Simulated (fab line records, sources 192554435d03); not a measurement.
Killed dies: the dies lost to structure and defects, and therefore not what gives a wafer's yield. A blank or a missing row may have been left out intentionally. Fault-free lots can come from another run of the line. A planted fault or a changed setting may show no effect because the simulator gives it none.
What tool caused it? / flow n5_finfet / 32 wafers from 11 lots sampled at 4 of the route's 1938 steps

== WHAT EACH GAUGE READ, for each wafer ==
N5_BEOL_M10_OVL_MEAS_12. Usual: for M10_OVL the level is 0.2 nm and the standard deviation is 0.88.
lot=L955; measured=day 9 12:04; on=overlay-01; M10_OVL (nm)=1.0 0.4 -0.6; flag=
lot=L957; measured=day 10 03:27; on=overlay-02; M10_OVL (nm)=0.4 1.0 -0.6; flag=
lot=L958; measured=day 10 15:29; on=overlay-01; M10_OVL (nm)=0.8 -0.2 0.6; flag=
lot=L959; measured=day 10 20:13; on=overlay-01; M10_OVL (nm)=1.5 1.0 1.8; flag=
lot=L960; measured=day 11 04:07; on=overlay-02; M10_OVL (nm)=0.8 -0.3 -0.1; flag=
lot=L969; measured=day 13 12:34; on=overlay-02; M10_OVL (nm)=0.6 -0.7; flag=
lot=L971; measured=day 14 02:28; on=overlay-01; M10_OVL (nm)=0.1 1.9 0.4; flag=
lot=L974; measured=day 14 15:48; on=overlay-02; M10_OVL (nm)=1.0 1.3 0.7; flag=
lot=L975; measured=day 15 01:28; on=overlay-01; M10_OVL (nm)=0.6 1.6 -0.5; flag=
lot=L976; measured=day 15 07:02; on=overlay-02; M10_OVL (nm)=0.1 0.3 2.3; flag=
lot=L978; measured=day 15 17:07; on=overlay-02; M10_OVL (nm)=-0.2 -1.1 0.0; flag=

N5_BEOL_M10_OCD_MEAS_38. Usual: trench_depth_nm reads 150 nm (standard deviation 4.1).
lot=L955; measured=day 9 15:08; on=ocd-01; trench_depth_nm (nm)=148 150 148; flag=
lot=L957; measured=day 10 07:29; on=ocd-02; trench_depth_nm (nm)=147 159 156; flag=
lot=L958; measured=day 10 18:44; on=ocd-02; trench_depth_nm (nm)=148 152 143; flag=
lot=L959; measured=day 10 21:47; on=ocd-02; trench_depth_nm (nm)=148 152 150; flag=
lot=L960; measured=day 11 06:56; on=ocd-01; trench_depth_nm (nm)=157 152 145; flag=
lot=L969; measured=day 13 16:08; on=ocd-02; trench_depth_nm (nm)=152 151; flag=
lot=L971; measured=day 14 04:16; on=ocd-02; trench_depth_nm (nm)=145 151 152; flag=
lot=L974; measured=day 14 20:26; on=ocd-02; trench_depth_nm (nm)=149 158 147; flag=
lot=L975; measured=day 15 03:34; on=ocd-01; trench_depth_nm (nm)=145 157 152; flag=
lot=L976; measured=day 15 08:56; on=ocd-02; trench_depth_nm (nm)=150 154 154; flag=
lot=L978; measured=day 15 19:11; on=ocd-01; trench_depth_nm (nm)=147 147 151; flag=

== TOOL THAT RAN EACH LOT (tool first, then ch and the chambers of the sampled wafers, then the start) ==
lot=L955; N5_BEOL_M10_STRIP_67=rie_diel-01 ch 0,2,3, day 9 12:39; N5_BEOL_M10_VIA_ETCH_34=rie_diel-01 ch 0,1,2, day 9 14:52
lot=L957; N5_BEOL_M10_STRIP_67=rie_diel-01 ch 0,1,3, day 10 04:49; N5_BEOL_M10_VIA_ETCH_34=rie_diel-03 ch 1,2,3, day 10 07:12
lot=L958; N5_BEOL_M10_STRIP_67=rie_diel-01 ch 1,3, day 10 16:34; N5_BEOL_M10_VIA_ETCH_34=rie_diel-03 ch 0,2,3, day 10 18:27
lot=L959; N5_BEOL_M10_STRIP_67=rie_diel-01 ch 0,1,3, day 10 20:31; N5_BEOL_M10_VIA_ETCH_34=rie_diel-01 ch 0,1,3, day 10 21:31
lot=L960; N5_BEOL_M10_STRIP_67=rie_diel-01 ch 1,2, day 11 04:37; N5_BEOL_M10_VIA_ETCH_34=rie_diel-03 ch 0,1,2, day 11 06:39
lot=L969; N5_BEOL_M10_STRIP_67=rie_diel-04 ch 0,2, day 13 13:17; N5_BEOL_M10_VIA_ETCH_34=rie_diel-03 ch 2,3, day 13 15:51
lot=L971; N5_BEOL_M10_STRIP_67=rie_diel-04 ch 2,3, day 14 02:50; N5_BEOL_M10_VIA_ETCH_34=rie_diel-03 ch 0,2,3, day 14 03:59
lot=L974; N5_BEOL_M10_STRIP_67=rie_diel-01 ch 0,1,3, day 14 16:05; N5_BEOL_M10_VIA_ETCH_34=rie_diel-04 ch 0,1,2, day 14 20:10
lot=L975; N5_BEOL_M10_STRIP_67=rie_diel-01 ch 0,1,2, day 15 01:45; N5_BEOL_M10_VIA_ETCH_34=rie_diel-04 ch 1,2,3, day 15 03:16
lot=L976; N5_BEOL_M10_STRIP_67=rie_diel-01 ch 0,1,2, day 15 07:20; N5_BEOL_M10_VIA_ETCH_34=rie_diel-04 ch 0,3, day 15 08:40
lot=L978; N5_BEOL_M10_STRIP_67=rie_diel-03 ch 0,1,3, day 15 17:34; N5_BEOL_M10_VIA_ETCH_34=rie_diel-01 ch 0,1,2, day 15 18:54
- N5_BEOL_M10_STRIP_67: strips in CF4.
- N5_BEOL_M10_VIA_ETCH_34: etches SiCOH lowk in C4F6/O2, target depth 184.5 nm, time 69.2 s.

== WHAT THE TOOLS THEMSELVES READ (means of the sampled wafers that have a number; where no wafer has one, the mark that the record gives instead) ==
N5_BEOL_M10_STRIP_67. Usual: drypump_motor_current_A 5.7 A, standard deviation 0.49; oes_product_au 0.78 a.u., standard deviation 0.084; rf_vpp_V 271.6 V, standard deviation 1.7; showerhead_plenum_p_Torr 1.82 Torr, standard deviation 0.079; throttle_valve_pct 13.62 %, standard deviation 0.25.
lot=L955; tool=rie_diel-01; drypump_motor_current_A (A)=5.7; oes_product_au (a.u.)=0.82; rf_vpp_V (V)=272.5; showerhead_plenum_p_Torr (Torr)=1.86; throttle_valve_pct (%)=13.54; flag=
lot=L957; tool=rie_diel-01; drypump_motor_current_A (A)=6.0; oes_product_au (a.u.)=0.74; rf_vpp_V (V)=270.9; showerhead_plenum_p_Torr (Torr)=1.79; throttle_valve_pct (%)=13.54; flag=
lot=L958; tool=rie_diel-01; drypump_motor_current_A (A)=5.7; oes_product_au (a.u.)=0.71; rf_vpp_V (V)=270.0; showerhead_plenum_p_Torr (Torr)=1.75; throttle_valve_pct (%)=13.66; flag=
lot=L959; tool=rie_diel-01; drypump_motor_current_A (A)=6.0; oes_product_au (a.u.)=0.73; rf_vpp_V (V)=270.8; showerhead_plenum_p_Torr (Torr)=1.79; throttle_valve_pct (%)=13.57; flag=
lot=L960; tool=rie_diel-01; drypump_motor_current_A (A)=5.3; oes_product_au (a.u.)=0.83; rf_vpp_V (V)=271.7; showerhead_plenum_p_Torr (Torr)=1.85; throttle_valve_pct (%)=13.66; flag=
lot=L969; tool=rie_diel-04; drypump_motor_current_A (A)=5.3; oes_product_au (a.u.)=0.81; rf_vpp_V (V)=272.8; showerhead_plenum_p_Torr (Torr)=1.90; throttle_valve_pct (%)=13.50; flag=
lot=L971; tool=rie_diel-04; drypump_motor_current_A (A)=5.0; oes_product_au (a.u.)=0.72; rf_vpp_V (V)=270.9; showerhead_plenum_p_Torr (Torr)=1.77; throttle_valve_pct (%)=13.66; flag=
lot=L974; tool=rie_diel-01; drypump_motor_current_A (A)=6.0; oes_product_au (a.u.)=0.81; rf_vpp_V (V)=272.3; showerhead_plenum_p_Torr (Torr)=1.85; throttle_valve_pct (%)=13.44; flag=
lot=L975; tool=rie_diel-01; drypump_motor_current_A (A)=5.7; oes_product_au (a.u.)=0.85; rf_vpp_V (V)=272.6; showerhead_plenum_p_Torr (Torr)=1.87; throttle_valve_pct (%)=13.44; flag=
lot=L976; tool=rie_diel-01; drypump_motor_current_A (A)=5.8; oes_product_au (a.u.)=0.84; rf_vpp_V (V)=272.8; showerhead_plenum_p_Torr (Torr)=1.87; throttle_valve_pct (%)=13.44; flag=
lot=L978; tool=rie_diel-03; drypump_motor_current_A (A)=5.7; oes_product_au (a.u.)=0.88; rf_vpp_V (V)=272.2; showerhead_plenum_p_Torr (Torr)=1.87; throttle_valve_pct (%)=13.61; flag=

N5_BEOL_M10_VIA_ETCH_34. Usual: drypump_motor_current_A 5.6 A, standard deviation 0.46; oes_ar_750_au 0.78 a.u., standard deviation 0.083; oes_product_au 0.78 a.u., standard deviation 0.088; rf_vpp_V 674 V, standard deviation 19; showerhead_plenum_p_Torr 2.89 Torr, standard deviation 0.12; throttle_valve_pct 20.98 %, standard deviation 0.18.
lot=L955; tool=rie_diel-01; drypump_motor_current_A (A)=5.7; oes_ar_750_au (a.u.)=0.82; oes_product_au (a.u.)=0.82; rf_vpp_V (V)=663; showerhead_plenum_p_Torr (Torr)=2.89; throttle_valve_pct (%)=20.90; flag=
lot=L957; tool=rie_diel-03; drypump_motor_current_A (A)=5.6; oes_ar_750_au (a.u.)=0.76; oes_product_au (a.u.)=0.77; rf_vpp_V (V)=685; showerhead_plenum_p_Torr (Torr)=2.89; throttle_valve_pct (%)=21.00; flag=
lot=L958; tool=rie_diel-03; drypump_motor_current_A (A)=6.0; oes_ar_750_au (a.u.)=0.70; oes_product_au (a.u.)=0.71; rf_vpp_V (V)=678; showerhead_plenum_p_Torr (Torr)=2.86; throttle_valve_pct (%)=21.17; flag=
lot=L959; tool=rie_diel-01; drypump_motor_current_A (A)=6.0; oes_ar_750_au (a.u.)=0.74; oes_product_au (a.u.)=0.74; rf_vpp_V (V)=678; showerhead_plenum_p_Torr (Torr)=2.85; throttle_valve_pct (%)=20.92; flag=
lot=L960; tool=rie_diel-03; drypump_motor_current_A (A)=5.8; oes_ar_750_au (a.u.)=0.75; oes_product_au (a.u.)=0.77; rf_vpp_V (V)=676; showerhead_plenum_p_Torr (Torr)=2.88; throttle_valve_pct (%)=20.96; flag=
lot=L969; tool=rie_diel-03; drypump_motor_current_A (A)=5.8; oes_ar_750_au (a.u.)=0.84; oes_product_au (a.u.)=0.98; rf_vpp_V (V)=683; showerhead_plenum_p_Torr (Torr)=2.81; throttle_valve_pct (%)=21.04; flag=
lot=L971; tool=rie_diel-03; drypump_motor_current_A (A)=6.0; oes_ar_750_au (a.u.)=0.77; oes_product_au (a.u.)=0.92; rf_vpp_V (V)=679; showerhead_plenum_p_Torr (Torr)=2.84; throttle_valve_pct (%)=21.12; flag=
lot=L974; tool=rie_diel-04; drypump_motor_current_A (A)=5.5; oes_ar_750_au (a.u.)=0.83; oes_product_au (a.u.)=0.82; rf_vpp_V (V)=663; showerhead_plenum_p_Torr (Torr)=2.94; throttle_valve_pct (%)=20.94; flag=
lot=L975; tool=rie_diel-04; drypump_motor_current_A (A)=5.3; oes_ar_750_au (a.u.)=0.78; oes_product_au (a.u.)=0.78; rf_vpp_V (V)=659; showerhead_plenum_p_Torr (Torr)=2.83; throttle_valve_pct (%)=20.94; flag=
lot=L976; tool=rie_diel-04; drypump_motor_current_A (A)=5.2; oes_ar_750_au (a.u.)=0.73; oes_product_au (a.u.)=0.73; rf_vpp_V (V)=658; showerhead_plenum_p_Torr (Torr)=2.81; throttle_valve_pct (%)=21.09; flag=
lot=L978; tool=rie_diel-01; drypump_motor_current_A (A)=5.7; oes_ar_750_au (a.u.)=0.84; oes_product_au (a.u.)=0.84; rf_vpp_V (V)=666; showerhead_plenum_p_Torr (Torr)=2.97; throttle_valve_pct (%)=20.83; flag=

== THE ANSWER, worked out from the rows above alone ==
Rule: lot off if the mean of its wafers having a number is beyond 3 standard deviations from the usual mean. Also off: a lot with no number at a reading for which 4 or more lots have one. Where the step has rows for the other lots, those lots are counted as sound. The gauges are gone through in route order, then the tools' own readings, and for those a lot's mean is taken as printed above. The first step at which some lot is off is used, and at that step the reading that is off furthest; a lot without a number counts as furthest.
Across all readings shown, no lot is off: no conclusion can be drawn from this.

== WHAT THE SIMULATOR HAD PUT IN ==
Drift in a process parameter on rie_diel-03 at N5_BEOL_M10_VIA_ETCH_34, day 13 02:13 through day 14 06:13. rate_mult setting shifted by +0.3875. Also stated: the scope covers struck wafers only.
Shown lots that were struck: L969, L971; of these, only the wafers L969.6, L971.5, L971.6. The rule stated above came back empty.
